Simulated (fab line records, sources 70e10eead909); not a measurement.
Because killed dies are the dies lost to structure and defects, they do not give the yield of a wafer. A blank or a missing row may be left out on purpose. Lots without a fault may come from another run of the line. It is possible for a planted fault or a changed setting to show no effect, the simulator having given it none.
fab line records | flow nand_harc
record: lots: 5 wafers: 13 last_day: 24
route steps=1159 shown A_BLC@977 END@1159
lots untouched by any fault: they come from a run of this same line in which no faults occurred
start_h: hours from the record's opening day to when the first of the lot's shown wafers began | wait_h: how many hours have passed since the lot's step before this one | " unchanged from the row above | L1.1+2: a row that stands for several wafers | - no value present, or no start provided | * or withheld: withheld | < > ~ a bound
route shown NAME@n: names a module that has steps shown in the file, with the first one's number in the route | usual: mean and standard deviation over wafers with no fault | same: alike in all rows | chamber/n: place in a boat | sites: the reading at each site | _std_site: standard deviation across them | _edge_site: inner sites' mean taken away from outer sites' mean | radius_mm: how far each site lies from the wafer's centre | mask NAME#n: copy n | behind: the most recent tool/chamber to have shaped the wafer | hold: why the lot was held/for how many hours/how that ended | device: names the non-switching transistor (n, p or np) | end of line: the same wafers' tests at the end of the route | a step without rows: its recipe alone | killed: dies that structure and defects cost at the first sort, which is not the same as the wafer's yield | map: dies across one wafer; x = killed, . = not, _ = none there
set.NAME: setting as actually run; set.NAME@STEP: the setting as run at that earlier step | model.NAME: the simulator's own value behind a step, which no gauge read
lots seen at some steps along the route; tables by step, rows by wafer
services: a tool's chamber out of use, with start hour (start_h, from the record's first day; less than 0 if before it), hours out, and reason
== steps ==
step: NHARC_A_BLC_DESCUM_15
recipe: time_s: 3 o2_flow_sccm: 200 ar_flow_sccm: 0 bias_power_w: 0 chemistry: O2
usual: drypump_motor_current_A: 5.6/0.46 oes_product_au: 0.996/0.012 rf_vpp_V: 57.8/0.85 showerhead_plenum_p_Torr: 1.92/0.092 throttle_valve_pct: 11.313/0.0092
columns lot.wafer tool chamber start_h wait_h drypump_motor_current_A oes_product_au rf_hours_counter_h rf_vpp_V showerhead_plenum_p_Torr throttle_valve_pct
L847.1 rie_diel-01 3 396.57 0.1 6.1 0.994 28 57.6 1.82 11.313
L847.4 " 0 " " 5.4 0.998 30 57.7 2.07 11.327
L847.5 " 1 " " 5.9 0.980 - 56.9 1.86 11.313
L848.4 rie_diel-10 0 404.02 0.1 5.5 0.981 5 57.4 1.91 11.325
L848.2 " 1 " " 4.6 1.016 5 58.5 2.02 11.310
L848.6 " 3 " " 5.4 0.993 - 58.6 1.87 11.316
L849.2 rie_diel-01 3 431.64 0.1 6.1 1.003 42 57.9 1.82 11.319
L849.4 " 1 " " 5.9 0.972 37 57.8 1.85 11.311
L849.3 " 2 " " 5.7 1.004 40 57.1 2.06 11.308
L859.2 rie_diel-01 3 490.47 0.1 6.0 0.998 65 58.3 1.81 11.312
L859.5 " 0 " " 5.4 0.981 - 57.5 2.06 11.325
L859.6 " 1 " " 5.9 0.993 - 58.2 1.85 11.302
L865.1 rie_diel-01 3 529.89 0.1 6.0 1.003 13 58.5 1.80 11.331
step: NHARC_A_BLC_ETCH_16
recipe: target_depth_a: 390 over_etch_frac: 0.3 time_s: 65 ion_energy_ev: 80 cf4_flow_sccm: 150 ar_flow_sccm: 0 rf_w: 300 bias_w: 100 chemistry: CF4
step: NHARC_A_BLC_ETCH_17
recipe: target_depth_a: 3900 over_etch_frac: 0.25 time_s: 609.38 ion_energy_ev: 200 n2_flow_sccm: 150 h2_flow_sccm: 150 ar_flow_sccm: 0 rf_w: 400 bias_w: 150 chemistry: N2/H2
step: NHARC_A_BLC_ETCH_18
recipe: target_depth_a: 9100 c4f8_flow_sccm: 20 o2_flow_sccm: 10 ar_flow_sccm: withheld rf_w: 600 bias_w: 1500 chemistry: C4F8/O2/Ar
usual: oes_product_au: 0.948/0.025 rf_vpp_V: 979/6
columns lot.wafer tool chamber start_h wait_h oes_product_au rf_hours_counter_h rf_vpp_V
L847.4 rie_diel-01 0 - - 0.946 30 988
L847.1 " 2 " " 0.955 26 988
L847.5 " 1 " " 0.923 - 975
L848.2 rie_diel-10 3 - - 0.967 6 974
L848.4 " 1 " " 1.005 5 986
L848.6 " 2 " " 0.967 - 974
L849.3 rie_diel-01 2 - - 0.932 41 988
L849.2 " 3 " " 0.919 43 972
L849.4 " 0 " " 0.914 43 989
L859.2 rie_diel-01 0 - - 0.919 60 987
L859.6 " 1 " " 0.919 - 972
L859.5 " 2 " " 0.938 - 987
L865.1 rie_diel-01 3 - - 0.958 14 970
step: NHARC_A_BLC_CD_MEAS_19
usual: cd_nm: 99.8/2.7
columns lot.wafer tool chamber start_h wait_h cd_nm
L847.1 cd_sem-03 - 397.58 - 99.6
L847.4 " - " " 98.5
L847.5 " - " " 101.5
L848.2 cd_sem-02 - 404.98 - 100.2
L848.4 " - " " 98.6
L848.6 " - " " 94.6
L849.2 cd_sem-01 - 432.97 - 100.2
L849.3 " - " " 98.4
L849.4 " - " " 99.3
L859.2 cd_sem-02 - 491.42 - 98.3
L859.5 " - " " 98.7
L859.6 " - " " 101.5
L865.1 cd_sem-02 - 531.66 - 100.2
step: NHARC_A_BLC_STRIP_29
recipe: cf4_flow_sccm: 150 ar_flow_sccm: 0 bias_w: 0 chemistry: CF4
usual: drypump_motor_current_A: 5.5/0.5 oes_product_au: 0.997/0.014 rf_vpp_V: 59.4/0.78 showerhead_plenum_p_Torr: 1.77/0.063 throttle_valve_pct: 13.284/0.0092
columns lot.wafer tool chamber start_h wait_h drypump_motor_current_A oes_product_au rf_hours_counter_h rf_vpp_V showerhead_plenum_p_Torr throttle_valve_pct
L847.4 rie_diel-10 3 397.66 0.1 5.4 1.003 4 58.5 1.73 13.283
L847.1 " 0 " " 5.5 0.996 4 58.4 1.76 13.275
L847.5 " 2 " " 6.3 0.987 - 58.9 1.71 13.302
L848.4 rie_diel-10 2 405.06 0.1 6.3 0.988 6 59.8 1.71 13.282
L848.2 " 0 " " 5.5 0.986 5 58.8 1.76 13.291
L848.6 " 1 " " 4.7 1.021 - 58.7 1.86 13.294
L849.4 rie_diel-04 0 433.06 0.1 5.5 1.000 15 60.8 1.82 13.289
L849.3 " 1 " " 6.0 0.997 13 59.9 1.80 13.285
L849.2 " 2 " " 4.8 0.983 14 58.1 1.69 13.275
L859.2 rie_diel-01 2 491.49 0.1 5.7 1.013 63 60.6 1.89 13.294
L859.5 " 2 " " 5.7 1.019 - 61.1 1.89 13.290
L859.6 " 3 " " 6.1 1.001 - 59.3 1.68 13.279
L865.1 rie_diel-01 3 531.73 0.1 6.1 1.009 14 59.8 1.67 13.280
step: NHARC_A_BLC_STRIP_21
recipe: o2_flow_sccm: 500 ar_flow_sccm: 0 bias_w: 0 chemistry: O2
usual: drypump_motor_current_A: 5.5/0.51 oes_product_au: 0.994/0.013 rf_vpp_V: 57.8/0.87 showerhead_plenum_p_Torr: 3.52/0.13 throttle_valve_pct: 17.036/0.01
columns lot.wafer tool chamber start_h wait_h drypump_motor_current_A oes_product_au rf_hours_counter_h rf_vpp_V showerhead_plenum_p_Torr throttle_valve_pct
L847.1 rie_diel-10 0 397.78 0.1 5.5 0.970 4 56.9 3.51 17.019
L847.4 " 1 " " 4.7 1.005 4 58.3 3.72 17.037
L847.5 " 2 " " 6.3 0.973 - 58.4 3.41 17.037
L848.2 rie_diel-10 3 405.17 0.1 5.4 1.004 6 56.0 3.46 17.037
L848.4 " 0 " " 5.5 0.985 5 58.0 3.51 17.020
L848.6 " 1 " " 4.7 1.015 - 59.8 3.72 17.027
L849.3 rie_diel-04 0 433.15 0.1 5.5 0.988 15 57.3 3.64 17.036
L849.4 " 2 " " 4.8 0.985 14 57.6 3.38 17.037
L849.2 " 3 " " 5.6 0.987 15 58.1 3.47 17.028
L859.2 rie_diel-01 3 491.68 0.2 6.0 0.987 66 57.7 3.35 17.039
L859.5 " 2 " " 5.7 1.004 - 57.8 3.77 17.038
L859.6 " 3 " " 6.0 0.998 - 57.2 3.35 17.049
L865.1 rie_diel-01 3 532.24 0.5 6.1 1.008 15 57.9 3.34 17.051
step: NHARC_A_BLC_STRIP_22
recipe: time_s: 600 temp_c: 30 chemistry: post_etch_residue_remover
step: NHARC_A_BLC_DEGAS_30
recipe: temp_c: 300 time_s: 60
step: NHARC_A_BLC_PRE_CLEAN_31
recipe: time_s: 15 bias_v: 250 gas: Ar
step: NHARC_A_BLC_PVD_32
recipe: target_thk_a: 50 chamber_pressure_pa: 5 power_w: 5000 substrate_temp_c: 200 time_s: 17.7 material: Ti
step: NHARC_A_BLC_ALD_23
recipe: target_thk_a: 30 pulse_time_s: 1 ald_cycles: 150 temp_c: 450 material: TiN
usual: ald_cycles: 150/0 heater_power_w: 1062/95 precursor_pulse_height_rel: 1.000/0.021
columns lot.wafer tool chamber start_h wait_h ald_cycles heater_power_w precursor_pulse_height_rel
L847.1 ald_metal-04 3 398.43 - 150 1157 1.003
L847.5 " 3 " " 150 1170 1.015
L847.4 " 1 " " 150 1014 1.004
L848.2 ald_metal-03 3 405.92 - 150 1018 1.036
L848.4 " 0 " " 150 1002 1.027
L848.6 " 2 " " 150 1167 0.993
L849.3 ald_metal-03 0 433.81 - 150 1027 1.011
L849.2 " 1 " " 150 1147 1.021
L849.4 " 2 " " 150 1188 1.017
L859.2 ald_metal-03 2 492.35 - 150 1184 0.974
L859.6 " 1 " " 150 1158 1.013
L859.5 " 2 " " 150 1176 0.990
L865.1 ald_metal-04 0 532.92 - 77 878 1.010
step: NHARC_A_BLC_CVD_24
recipe: target_thk_a: 1500 temp_c: 300 pressure_torr: 40 wf6_flow_sccm: 40 h2_flow_sccm: 1600 ar_flow_sccm: 1560 time_s: 434 material: W
usual: heater_power_w: 454/22 throttle_valve_pct: 7.7/0.41
columns lot.wafer tool chamber start_h wait_h heater_power_w throttle_valve_pct
L847.1 cvd_w-01 0 - - 442 7.6
L847.4 " 1 " " 441 7.7
L847.5 " 1 " " 441 8.0
L848.2 cvd_w-01 0 - - 439 7.4
L848.4 " 0 " " 450 7.8
L848.6 " 0 " " 452 7.7
L849.2 cvd_w-01 1 - - 442 7.9
L849.3 " 0 " " 447 7.6
L849.4 " 1 " " 442 7.6
L859.2 cvd_w-02 0 - - 490 8.1
L859.5 " 1 " " 440 7.2
L859.6 " 0 " " 500 8.3
L865.1 cvd_w-02 1 - - 441 7.3
step: NHARC_END_SORT_01
recipe: temp_c: 25
usual: killed_at_array: 26/9.7 killed_at_other: 1.0/1.2 killed_at_periphery: 3.9/2.6 killed_dies: 31/9.7 killed_open: 3.2/1.8 killed_short: 2.0/1.3
same: gross_dies: 677
columns lot.wafer tool chamber start_h wait_h killed_at_array killed_at_other killed_at_periphery killed_dies killed_open killed_short
L848.2 prober-02 0 461.43 2.8 37 0 4 41 1 2
L848.4 prober-02 0 463.04 3.4 31 0 3 34 4 2
L848.6 prober-02 0 464.66 4.0 22 2 6 30 5 2
L865.1 prober-01 0 579.55 2.5 670 3 4 677 5 0
killed by level:class
L848.2 A_CHANNEL_HOLE_D1:chamber_film_flake=16 A_SLIT:chamber_film_flake=12 A_M1:chamber_film_flake=5 P_M0:chamber_film_flake=2 A_CONTACT:chamber_film_flake=2 P_M0:geometric_particle:open=1 P_M1:geometric_particle:short=1 A_CHANNEL_FILL_D1:geometric_particle:short=1
L848.4 A_CHANNEL_HOLE_D1:chamber_film_flake=13 A_SLIT:chamber_film_flake=5 A_M1:chamber_film_flake=5 P_M0:chamber_film_flake=2 P_M0:geometric_particle:open=1 A_SOURCE_PLATE:geometric_particle:open=1 A_CHANNEL_HOLE_D1:geometric_particle:short=1 A_CHANNEL_FILL_D1:geometric_particle:open=1
L848.6 A_SLIT:chamber_film_flake=8 A_CHANNEL_HOLE_D1:chamber_film_flake=7 P_M0:geometric_particle:short=2 A_CHANNEL_FILL_D1:chamber_film_flake=2 A_CONTACT:chamber_film_flake=2 P_M2:geometric_particle:open=1 A_ONON_D1:geometric_particle:open=1 A_CONTACT:geometric_particle:open=1
L865.1 A_BLC:area_ald=652 A_CONTACT:chamber_film_flake=6 THIN_TSV:chamber_film_flake=3 A_CONTACT:geometric_particle:open=2 P_STI:chamber_film_flake=2 A_ZERO_WELL:chamber_film_flake=2 A_CHANNEL_HOLE_D1:chamber_film_flake=2 A_STAIRCASE:chamber_film_flake=2
map L865.1 (x killed, . not)
____________x____________
_________xxxxxxx_________
_______xxxxxxxxxxx_______
______xxxxxxxxxxxxx______
_____xxxxxxxxxxxxxxx_____
____xxxxxxxxxxxxxxxxx____
____xxxxxxxxxxxxxxxxx____
___xxxxxxxxxxxxxxxxxxx___
___xxxxxxxxxxxxxxxxxxx___
__xxxxxxxxxxxxxxxxxxxxx__
__xxxxxxxxxxxxxxxxxxxxx__
_xxxxxxxxxxxxxxxxxxxxxxx_
_xxxxxxxxxxxxxxxxxxxxxxx_
_xxxxxxxxxxxxxxxxxxxxxxx_
_xxxxxxxxxxxxxxxxxxxxxxx_
_xxxxxxxxxxxxxxxxxxxxxxx_
xxxxxxxxxxxxxxxxxxxxxxxxx
xxxxxxxxxxxxxxxxxxxxxxxxx
xxxxxxxxxxxxxxxxxxxxxxxxx
xxxxxxxxxxxxxxxxxxxxxxxxx
xxxxxxxxxxxxxxxxxxxxxxxxx
_xxxxxxxxxxxxxxxxxxxxxxx_
_xxxxxxxxxxxxxxxxxxxxxxx_
_xxxxxxxxxxxxxxxxxxxxxxx_
_xxxxxxxxxxxxxxxxxxxxxxx_
_xxxxxxxxxxxxxxxxxxxxxxx_
__xxxxxxxxxxxxxxxxxxxxx__
__xxxxxxxxxxxxxxxxxxxxx__
___xxxxxxxxxxxxxxxxxxx___
___xxxxxxxxxxxxxxxxxxx___
____xxxxxxxxxxxxxxxxx____
____xxxxxxxxxxxxxxxxx____
_____xxxxxxxxxxxxxxx_____
______xxxxxxxxxxxxx______
_______xxxxxxxxxxx_______
_________xxxxxxx_________
____________x____________
map L847.1 (x killed, . not)
____________.____________
_________......._________
_______....x......_______
______......x......______
_____..............._____
____x...............x____
____.................____
___...................___
___...................___
__.............x.......__
__.....................__
_x......................_
_......................._
_.x....................._
_......................._
_..x...................._
.....x...................
x.......x................
.........................
.........................
.........................
_..x............x......._
_x......................_
_......................._
_........x.............._
_........x.............._
__.....................__
__.....................__
___...................___
___...................___
____.................____
____...............x.____
_____..............._____
______.x.x.x.......______
_______....xx....._______
_________...x..._________
____________x____________
== services ==
columns tool chamber start_h hours kind
rie_diel-01 0 374.37 - clean
rie_diel-01 1 374.37 - clean
rie_diel-01 2 374.37 - clean
rie_diel-01 3 374.37 - clean
cvd_w-02 - 379.42 13.0 pm
ald_metal-04 2 393.29 20.0 repair
rie_diel-01 0 398.87 - clean
rie_diel-01 1 398.87 - clean
rie_diel-01 2 398.87 - clean
ald_metal-04 - 406.00 10.0 pm
rie_diel-01 1 414.49 3.9 repair
rie_diel-10 0 461.03 11.3 repair
ald_metal-04 3 465.24 2.2 repair
rie_diel-04 - 465.99 9.0 pm
rie_diel-01 0 474.40 8.9 repair
cvd_w-01 - 478.08 13.0 pm
ald_metal-03 - 488.01 0.7 repair
rie_diel-01 - 493.00 9.0 pm
ald_metal-03 - 500.00 10.0 pm
ald_metal-04 1 504.36 3.6 repair
rie_diel-01 2 509.02 22.8 repair
rie_diel-01 1 528.34 6.1 repair
rie_diel-04 2 528.67 3.4 repair
rie_diel-10 - 530.50 9.0 pm
== key ==
first_sign: step: NHARC_A_BLC_ALD_23 reading: ald_cycles direction: down sigmas: 99+ usual: 150 struck: 77
effect: step: NHARC_END_SORT_01 reading: killed_at_array direction: up sigmas: 67 usual: 26 struck: 670
more_kills_born_at: NHARC_A_BLC_ALD_23@ald_metal-04: 652
met_at NHARC_A_BLC_ALD_23
struck_wafers L865.1
later_rows_left_out L865.1
tester_left_out L865
earlier_fault: kind: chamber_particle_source tool: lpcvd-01 chamber: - onset_h: 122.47 steps: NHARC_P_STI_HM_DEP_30 rate_per_visit_cm2: 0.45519 end_h: 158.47
fault: kind: process_parameter_drift tool: ald_metal-04 chamber: 0 onset_h: 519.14 steps: NHARC_A_BLC_ALD_23 channel: ald_cycles offset: -73 shape: step end_h: 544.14 acts_in: these_recipes_only stated: 150
tester_left_out: of these lots the tester's yield and bins aren't shown, on N5 and GAA mostly nor the transistor test; their killed dies are dies lost to structure and defects alone, not to doping, threshold or leakage, so they don't give the yield
later_rows_left_out: the simulator's readings of these wafers behind a module that went badly wrong aren't trusted and aren't shown, but for the sort
